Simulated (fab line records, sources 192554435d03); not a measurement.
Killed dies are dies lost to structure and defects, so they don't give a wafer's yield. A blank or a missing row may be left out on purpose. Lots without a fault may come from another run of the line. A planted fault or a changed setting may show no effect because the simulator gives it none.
fab line records | flow n5_finfet
record lots=7 wafers=39
route steps=1938 shown WELL_APT@39 FIN_CUT@173 DUMMY_GATE@215 GATE_CUT@469
start_h: hours from the record's first day to the start of the lot's first wafer shown | wait_h: hours since the lot's step before | " the same as in the row above | L1.1+2: a row that stands for several wafers | - no value, or no start given | * or withheld: withheld | < > ~ a bound
route shown NAME@n: a module of which the file shows steps, and the number in the route of the first | usual: mean/standard deviation of fault-free wafers | same: alike in all rows | chamber/n: place in a boat | sites: the reading at each site | _std_site: their standard deviation | _edge_site: outer sites' mean less inner sites' | radius_mm: how far each site lies from the wafer's centre | mask NAME#n: copy n | behind: the tool/chamber that last shaped the wafer | hold: why the lot was held/for how many hours/how that ended | device: the transistor (n, p or np) that didn't switch | end of line: the same wafers' tests at the end of the route | a step without rows: its recipe alone | killed: dies lost to structure and defects at the first sort, not the wafer's yield | map: a wafer's dies, x killed, . not, _ none there
set.NAME: the setting as run; set.NAME@STEP: as run at that earlier step | model.NAME: the simulator's own value behind a step, which no gauge read
lots whose settings were changed on purpose; a table a step, a row a wafer
## steps
# step N5_WELL_APT_EXPOSE_22
# recipe mask_id=PWELL na=0.8 source_shape=conventional sigma_outer=0.8 polarization=unpolarized defocus_nm=0 target_cd_nm=200 dose_mj=23.2
# columns lot.wafer tool chamber start_h wait_h mask set.dose_mj
L074.1+4+5 krf_scanner-01 0 14.68 - PWELL#0 24.85
L074.2+3+6 " 0 " " PWELL#0 23.2
L077.1+3+5 krf_scanner-01 0 32.86 - PWELL#0 23.2
L077.2+4+6 " 0 " " PWELL#0 24.74
L081.2+3+4 krf_scanner-02 0 56.88 - PWELL#0 23.2
L089.1+4+5 krf_scanner-02 0 104.73 - PWELL#0 23.66
L089.2+3+6 " 0 " " PWELL#0 23.2
L090.1+3+5 krf_scanner-01 0 110.63 - PWELL#0 23.2
L090.2+4+6 " 0 " " PWELL#0 24.19
L091.1+2+6 krf_scanner-01 0 116.78 - PWELL#0 23.82
L091.3+4+5 " 0 " " PWELL#0 23.2
L096.1+2+3+4+5+6 krf_scanner-01 0 146.88 - PWELL#0 23.2
# step N5_WELL_APT_PEB_23
# recipe peb_temp_c=130 peb_time_s=90
# step N5_WELL_APT_DEVELOP_24
# recipe develop_time_s=45 rinse_liquid=surfactant_rinse dry=air_spin dev_temp_c=21
# step N5_WELL_APT_HARDBAKE_29
# recipe temp_c=130 time_s=120
# step N5_WELL_APT_CD_MEAS_25
# recipe target_cd_nm=200 landing_energy_ev=500 detector=se_inlens
# usual cd_nm=199.9/2.2
# columns lot.wafer tool chamber start_h wait_h set.dose_mj@WELL_APT_EXPOSE_22 cd_nm
L074.1 cd_sem-03 0 14.85 - 24.85 212.2
L074.2 " 0 " " 23.2 199.3
L074.3 " 0 " " 23.2 199.7
L074.4 " 0 " " 24.85 215.5
L074.5 " 0 " " 24.85 213.3
L074.6 " 0 " " 23.2 198.8
L077.1 cd_sem-03 0 33.03 - 23.2 199.8
L077.2 " 0 " " 24.74 212.9
L077.3 " 0 " " 23.2 199.1
L077.4 " 0 " " 24.74 211.9
L077.5 " 0 " " 23.2 200.4
L077.6 " 0 " " 24.74 211.0
L081.2 cd_sem-01 0 57.05 - 23.2 203.9
L081.3 " 0 " " 23.2 201.7
L081.4 " 0 " " 23.2 204.5
L089.1 cd_sem-03 0 104.90 - 23.66 200.5
L089.2 " 0 " " 23.2 197.6
L089.3 " 0 " " 23.2 198.2
L089.4 " 0 " " 23.66 201.5
L089.5 " 0 " " 23.66 204.2
L089.6 " 0 " " 23.2 199.5
L090.1 cd_sem-01 0 110.80 - 23.2 201.4
L090.2 " 0 " " 24.19 210.1
L090.3 " 0 " " 23.2 203.1
L090.4 " 0 " " 24.19 207.9
L090.5 " 0 " " 23.2 200.7
L090.6 " 0 " " 24.19 208.5
L091.1 cd_sem-03 0 116.95 - 23.82 204.5
L091.2 " 0 " " 23.82 202.7
L091.3 " 0 " " 23.2 195.8
L091.4 " 0 " " 23.2 198.8
L091.5 " 0 " " 23.2 199.4
L091.6 " 0 " " 23.82 203.1
L096.1 cd_sem-02 0 147.05 - 23.2 201.4
L096.2 " 0 " " 23.2 202.1
L096.3 " 0 " " 23.2 201.6
L096.4 " 0 " " 23.2 201.3
L096.5 " 0 " " 23.2 203.0
L096.6 " 0 " " 23.2 203.5
# step N5_WELL_APT_DESCUM_30
# recipe chemistry=O2 time_s=7.9 source_power_w=50 bias_power_w=20 pressure_mtorr=20 rf_frequency_hz=2.712e+07 temp_c=40 o2_flow_sccm=225
# columns lot.wafer tool chamber start_h wait_h set.dose_mj@WELL_APT_EXPOSE_22 model.WELL_APT.cd_nm
L074.1 rie_diel-03 0 14.94 0.0 24.85 212.3
L074.2 " 2 " " 23.2 199.6
L074.3 " 1 " " 23.2 199.8
L074.4 " 3 " " 24.85 215.5
L074.5 " 0 " " 24.85 213.4
L074.6 " 1 " " 23.2 198.8
L077.1 rie_diel-04 0 33.12 0.0 23.2 200
L077.2 " 3 " " 24.74 213.3
L077.3 " 2 " " 23.2 199
L077.4 " 0 " " 24.74 212
L077.5 " 3 " " 23.2 200.6
L077.6 " 2 " " 24.74 211.1
L081.2 rie_diel-01 2 57.14 0.0 23.2 203.6
L081.3 " 0 " " 23.2 202.1
L081.4 " 1 " " 23.2 204.9
L089.1 rie_diel-04 0 104.99 0.0 23.66 200.8
L089.2 " 2 " " 23.2 197.5
L089.3 " 3 " " 23.2 198
L089.4 " 1 " " 23.66 201.3
L089.5 " 1 " " 23.66 204.4
L089.6 " 0 " " 23.2 199.6
L090.1 rie_diel-03 2 110.89 0.0 23.2 201.3
L090.2 " 0 " " 24.19 210.1
L090.3 " 1 " " 23.2 203
L090.4 " 3 " " 24.19 208
L090.5 " 1 " " 23.2 200.9
L090.6 " 2 " " 24.19 208.4
L091.1 rie_diel-03 3 117.04 0.0 23.82 204.6
L091.2 " 2 " " 23.82 202.7
L091.3 " 0 " " 23.2 195.7
L091.4 " 1 " " 23.2 198.5
L091.5 " 0 " " 23.2 199.7
L091.6 " 1 " " 23.82 203.3
L096.1 rie_diel-04 3 147.14 0.0 23.2 201.7
L096.2 " 2 " " 23.2 202.1
L096.3 " 0 " " 23.2 201.8
L096.4 " 1 " " 23.2 201.2
L096.5 " 2 " " 23.2 203.3
L096.6 " 1 " " 23.2 203.4
# step N5_FIN_CUT_CUT_ETCH_26
# recipe chemistry=CH3F/O2 target=SiNx target_depth_a=390 mask_material=SOC time_s=55.7 pressure_mtorr=30 source_w=395 bias_w=73 Ar_flow_sccm=150 CH3F_flow_sccm=30 O2_flow_sccm=20 ion_energy_ev=120
# columns lot.wafer tool chamber start_h wait_h set.time_s model.etch.depth_nm model.SOC_of_FIN_CUT_COAT_18.thk_nm
L074.1 rie_diel-06 3 26.37 0.0 66.45 45.38 207.6
L074.2 " 0 " " 55.7 38.78 210.4
L074.3 " 2 " " 55.7 38.78 210.8
L074.4 " 1 " " 66.45 47.44 207
L074.5 " 2 " " 55.7 38.89 211.2
L074.6 " 1 " " 66.45 47.56 207
L077.1 rie_diel-02 0 44.77 0.0 44.54 30.64 214.8
L077.2 " 2 " " 55.7 39.32 210.6
L077.3 " 1 " " 55.7 39.12 210.6
L077.4 " 3 " " 55.7 38.58 211.2
L077.5 " 2 " " 44.54 31.29 214.2
L077.6 " 3 " " 44.54 30.75 214.8
L081.2 rie_diel-05 3 69.71 0.0 55.7 38.85 211.6
L081.3 " 2 " " 55.7 38.75 211.4
L081.4 " 2 " " 55.7 38.86 210.8
L089.1 rie_diel-06 0 117.84 0.0 66.34 46.14 208
L089.2 " 2 " " 55.7 38.76 211.2
L089.3 " 1 " " 66.34 46.85 207
L089.4 " 3 " " 55.7 37.7 211.2
L089.5 " 1 " " 55.7 39.59 210.8
L089.6 " 2 " " 66.34 46.32 207.6
L090.1 rie_diel-05 0 123.88 0.0 55.7 39.66 212.2
L090.2 " 1 " " 55.7 39.95 211.8
L090.3 " 2 " " 55.7 38.54 213
L090.4 " 2 " " 55.7 38.53 212.4
L090.5 " 1 " " 55.7 39.84 211.2
L090.6 " 0 " " 55.7 39.41 211.8
L091.1 rie_diel-02 3 130.31 0.0 45.57 31.58 214.4
L091.2 " 0 " " 55.7 38.45 211.2
L091.3 " 1 " " 55.7 39.36 210.8
L091.4 " 2 " " 55.7 39.22 211
L091.5 " 1 " " 45.57 32.26 214
L091.6 " 2 " " 45.57 31.87 214.6
L096.1 rie_diel-02 1 159.55 0.0 55.7 39.38 211
L096.2 " 2 " " 65.45 46.17 206.8
L096.3 " 3 " " 55.7 38.49 210.8
L096.4 " 0 " " 65.45 45.21 207.8
L096.5 " 2 " " 55.7 39.44 210.6
L096.6 " 3 " " 65.45 45.04 208.2
# step N5_FIN_CUT_CUT_ETCH_27
# recipe chemistry=CHF3/O2 target=SiO2 target_depth_a=40 mask_material=SOC overetch_a=20 time_s=4.9 pressure_mtorr=30 source_w=650 bias_w=170 Ar_flow_sccm=200 CHF3_flow_sccm=50 O2_flow_sccm=5 ion_energy_ev=200
# step N5_FIN_CUT_PRECLEAN_35
# recipe time_s=13.3 temp_c=45 pressure_torr=125 p_hf_torr=3 p_coreactant_torr=25 chemistry=vHF
# step N5_FIN_CUT_CUT_ETCH_15
# recipe chemistry=HBr/Cl2/O2 target=Si target_depth_a=1000 bt_time_s=10 mask_material=SOC time_s=42.4 ion_energy_ev=* bias_w=* pressure_mtorr=10 icp_w=800 HBr_flow_sccm=150 Cl2_flow_sccm=80 O2_flow_sccm=12
# step N5_FIN_CUT_CUT_ETCH_28
# recipe chemistry=HBr/Cl2/O2 target=Si target_depth_a=60 mask_material=SOC time_s=2.4 ion_energy_ev=* bias_w=* pressure_mtorr=10 icp_w=800 HBr_flow_sccm=150 Cl2_flow_sccm=80 O2_flow_sccm=12
# columns lot.wafer tool chamber start_h wait_h set.time_s@FIN_CUT_CUT_ETCH_26 model.SOC_of_FIN_CUT_COAT_18.thk_nm
L074.1 rie_si-05 2 26.61 0.0 66.45 165
L074.2 " 3 " " 55.7 167.2
L074.3 " 1 " " 55.7 168.6
L074.4 " 0 " " 66.45 164.8
L074.5 " 0 " " 55.7 169
L074.6 " 3 " " 66.45 163.4
L077.1 rie_si-05 2 45.02 0.0 44.54 172
L077.2 " 1 " " 55.7 168.2
L077.3 " 0 " " 55.7 168
L077.4 " 3 " " 55.7 168.4
L077.5+6 " 1,2 " " 44.54 171.8
L081.2 rie_si-04 0 69.96 0.0 55.7 168.2
L081.3 " 2 " " 55.7 168.8
L081.4 " 3 " " 55.7 167.2
L089.1 rie_si-02 1 118.08 0.0 66.34 165.2
L089.2+4 " 3,0 " " 55.7 167.8
L089.3 " 2 " " 66.34 163
L089.5 " 3 " " 55.7 167
L089.6 " 0 " " 66.34 164.2
L090.1+6 rie_si-05 0,1 124.12 0.0 55.7 169.6
L090.2 " 1 " " 55.7 169.4
L090.3 " 2 " " 55.7 170
L090.4 " 3 " " 55.7 169.2
L090.5 " 2 " " 55.7 168
L091.1 rie_si-05 1 131.11 0.0 45.57 171.6
L091.2 " 3 " " 55.7 167.2
L091.3 " 2 " " 55.7 167.4
L091.4 " 0 " " 55.7 168.2
L091.5 " 1 " " 45.57 170.8
L091.6 " 2 " " 45.57 171.2
L096.1 rie_si-04 1 159.80 0.0 55.7 167.6
L096.2 " 0 " " 65.45 163.6
L096.3 " 3 " " 55.7 167.4
L096.4 " 2 " " 65.45 164.8
L096.5 " 1 " " 55.7 166.8
L096.6 " 2 " " 65.45 165.2
# step N5_DUMMY_GATE_CVD_03
# recipe material=a-Si target_thk_a=1500 temp_c=530 precursor=SiH4 time_s=8042
# columns lot.wafer tool chamber start_h wait_h set.target_thk_a model.a-Si_of_DUMMY_GATE_CVD_03.thk_nm
L074.1 - - - 0.1 1384 136.8
L074.2+5 " - " " 1384 137.4
L074.3+4 " - " " 1384 137.2
L074.6 " - " " 1384 137.8
L077.1+2+5 - - - 0.1 1500 148.4
L077.3 " - " " 1500 148
L077.4 " - " " 1500 149
L077.6 " - " " 1500 147
L081.2 lpcvd-02 1/20 79.34 0.1 1500 146.6
L081.3 " 1/25 " " 1500 147.2
L081.4 " 1/29 " " 1500 146
L089.1+2+5 - - - 0.1 1562 155.6
L089.3 " - " " 1562 154.6
L089.4 " - " " 1562 154.4
L089.6 " - " " 1562 153.4
L090.1+4 - - - 0.1 1591 157.6
L090.2 " - " " 1591 158.2
L090.3 " - " " 1591 157.8
L090.5 " - " " 1591 158
L090.6 " - " " 1591 158.6
L091.1 - - - 0.1 1440 142.8
L091.2 " - " " 1440 143
L091.3 " - " " 1440 143.8
L091.4+6 " - " " 1440 142.6
L091.5 " - " " 1440 143.6
L096.1+4 - - - 0.1 1316 132.2
L096.2+6 " - " " 1316 130.8
L096.3 " - " " 1316 131.4
L096.5 " - " " 1316 130.6
# step N5_GATE_CUT_ETCH_58
# recipe chemistry=CH3F/O2 target=SiNx target_depth_a=170 time_s=128.6 ion_energy_ev=50 pressure_mtorr=30 source_w=415 bias_w=21 Ar_flow_sccm=150 CH3F_flow_sccm=30 O2_flow_sccm=20
# usual rf_vpp_V=99.0/0.95
# columns lot.wafer tool chamber start_h wait_h set.bias_w rf_vpp_V model.etch.depth_nm
L074.1 rie_diel-06 3 77.84 0.0 21 99.4 16.57
L074.2 " 0 " " 21 99.8 17
L074.3 " 2 " " 21 98.6 16.85
L074.4 " 1 " " 21 98.3 17.39
L074.5 " 0 " " 21 99.3 16.79
L074.6 " 1 " " 21 97.7 17.35
L077.1 rie_diel-05 1 95.18 0.0 21 98.4 17.18
L077.2 " 0 " " 21 100.4 17.35
L077.3 " 2 " " 21 98.5 16.72
L077.4 " 3 " " 21 98.2 16.86
L077.5 " 3 " " 21 97.4 16.9
L077.6 " 0 " " 21 98.7 17.03
L081.2 rie_diel-02 2 123.79 0.2 21 98.2 16.99
L081.3 " 3 " " 21 98.6 16.79
L081.4 " 0 " " 21 99.4 16.69
L089.1 rie_diel-02 2 172.00 0.0 19.05 93.2 16.35
L089.2 " 3 " " 21 100.3 16.77
L089.3 " 1 " " 19.05 92.8 16.44
L089.4 " 0 " " 21 98.6 16.82
L089.5 " 2 " " 19.05 92.6 16.24
L089.6 " 3 " " 21 98.5 16.83
L090.1 rie_diel-06 2 180.16 0.0 21 99.8 16.95
L090.2 " 1 " " 21 99.4 17.33
L090.3 " 0 " " 21 99.3 16.94
L090.4 " 3 " " 21 99.8 17.25
L090.5 " 1 " " 21 97.4 17.38
L090.6 " 0 " " 21 101.0 16.81
L091.1 rie_diel-02 3 190.82 0.0 17.84 89.7 15.59
L091.2 " 0 " " 17.84 90.1 15.6
L091.3 " 2 " " 21 98.0 16.8
L091.4 " 1 " " 21 100.9 16.92
L091.5 " 0 " " 17.84 88.9 15.54
L091.6 " 1 " " 21 100.6 16.95
L096.1 rie_diel-05 3 211.78 0.0 23.85 106.4 18.1
L096.2 " 1 " " 21 99.5 17.15
L096.3 " 0 " " 21 99.5 17.07
L096.4 " 2 " " 23.85 108.5 17.72
L096.5 " 0 " " 21 99.8 17.02
L096.6 " 3 " " 23.85 107.2 18.1
## key
split step=N5_WELL_APT_EXPOSE_22 setting=dose_mj stated=23.2 by=wafer
response step=N5_WELL_APT_CD_MEAS_25 reading=cd_nm change=+1.9 per=1% r=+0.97
response step=N5_WELL_APT_DESCUM_30 reading=model.WELL_APT.cd_nm change=+1.9 per=1% r=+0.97
split step=N5_FIN_CUT_CUT_ETCH_26 setting=time_s stated=55.7 by=wafer
response step=N5_FIN_CUT_CUT_ETCH_26 reading=model.etch.depth_nm change=+0.397 per=1% r=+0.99
response step=N5_FIN_CUT_CUT_ETCH_26 reading=model.SOC_of_FIN_CUT_COAT_18.thk_nm change=-0.186 per=1% r=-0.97
response step=N5_FIN_CUT_CUT_ETCH_28 reading=model.SOC_of_FIN_CUT_COAT_18.thk_nm change=-0.184 per=1% r=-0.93
split step=N5_DUMMY_GATE_CVD_03 setting=target_thk_a stated=1500 by=lot
response step=N5_DUMMY_GATE_CVD_03 reading=model.a-Si_of_DUMMY_GATE_CVD_03.thk_nm change=+1.44 per=1% r=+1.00
split step=N5_GATE_CUT_ETCH_58 setting=bias_w stated=21 by=wafer
response step=N5_GATE_CUT_ETCH_58 reading=rf_vpp_V change=+0.64 per=1% r=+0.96
response step=N5_GATE_CUT_ETCH_58 reading=model.etch.depth_nm change=+0.0728 per=1% r=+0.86
